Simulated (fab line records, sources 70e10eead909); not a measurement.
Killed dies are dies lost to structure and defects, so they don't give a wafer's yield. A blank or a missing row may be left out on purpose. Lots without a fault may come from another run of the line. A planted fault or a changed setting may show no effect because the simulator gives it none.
Chamber matching | flow nand_harc | NHARC_P_CONTACT_DESCUM_17 on rie_diel-04: 4 sister chambers
The step chemistry O2, time 3 s. 18 wafers are shown with their chamber, then 9 later ones without.

WAFERS WITH THEIR CHAMBER
wafer  | chamber | showerhead_plenum_p_Torr (Torr) | drypump_motor_current_A (A) | oes_product_au (a.u.)
L075.2 | 0       | 1.87                            | 6.0                         | 1.015
L075.3 | 1       | 1.89                            | 5.7                         | 1.009
L075.5 | 1       | 1.88                            | 5.7                         | 1.014
L076.1 | 3       | 1.90                            | 4.9                         | 1.029
L076.5 | 2       | 1.97                            | 5.0                         | 1.000
L076.6 | 1       | 1.88                            | 5.8                         | 1.029
L078.2 | 1       | 1.88                            | 5.8                         | 1.018
L078.4 | 3       | 1.90                            | 4.9                         | 1.019
L078.5 | 2       | 1.97                            | 5.0                         | 0.992
L079.2 | 3       | 1.90                            | 4.9                         | 1.017
L079.4 | 0       | 1.87                            | 6.0                         | 1.025
L079.5 | 3       | 1.90                            | 4.9                         | 1.006
L083.1 | 2       | 1.97                            | 5.0                         | 0.980
L083.2 | 0       | 1.87                            | 6.0                         | 1.023
L083.6 | 3       | 1.90                            | 4.9                         | 1.026
L085.1 | 1       | 1.88                            | 5.8                         | 1.013
L085.4 | 0       | 1.87                            | 6.0                         | 1.001
L085.5 | 3       | 1.90                            | 4.9                         | 1.020

SIGNATURES (means of the wafers above)
reading                  | chamber 0 | chamber 1 | chamber 2 | chamber 3 | scatter within a chamber
showerhead_plenum_p_Torr | 1.8700    | 1.8820    | 1.9700    | 1.9000    | 0.00239
drypump_motor_current_A  | 6.000     | 5.760     | 5.000     | 4.900     | 0.0293
oes_product_au           | 1.01600   | 1.01660   | 0.99067   | 1.01950   | 0.00892
Rule: a wafer's distance from a chamber is the root of the sum, over the readings, of the square of ((its reading less the chamber's mean) divided by the reading's scatter). The wafer belongs to the nearest chamber; if the next one is less than 2 further off, it can't be placed. The scatter: the root of (the sum of the squares of (reading less its chamber's mean) over the shown wafers, divided by (wafers less chambers)).

WAFERS WITHOUT THEIR CHAMBER
wafer  | showerhead_plenum_p_Torr (Torr) | drypump_motor_current_A (A) | oes_product_au (a.u.)
L087.1 | 1.90                            | 4.9                         | 1.017
L087.2 | 1.87                            | 6.0                         | 1.009
L087.3 | 1.88                            | 5.8                         | 1.018
L089.1 | 1.97                            | 5.0                         | 0.984
L089.2 | 1.87                            | 6.0                         | 1.025
L089.3 | 1.88                            | 5.8                         | 0.999
L091.1 | 1.88                            | 5.7                         | 1.030
L091.3 | 1.97                            | 5.0                         | 0.986
L091.5 | 1.90                            | 4.9                         | 1.005

WHICH CHAMBER EACH WENT THROUGH
wafer  | from the rows above | in truth
L087.1 | 3                   | 3
L087.2 | 0                   | 0
L087.3 | 1                   | 1
L089.1 | 2                   | 2
L089.2 | 0                   | 0
L089.3 | 1                   | 1
L091.1 | 1                   | 1
L091.3 | 2                   | 2
L091.5 | 3                   | 3
Placed correctly: 9 of 9. Can't be placed from these rows: 0. Placed wrongly: 0.
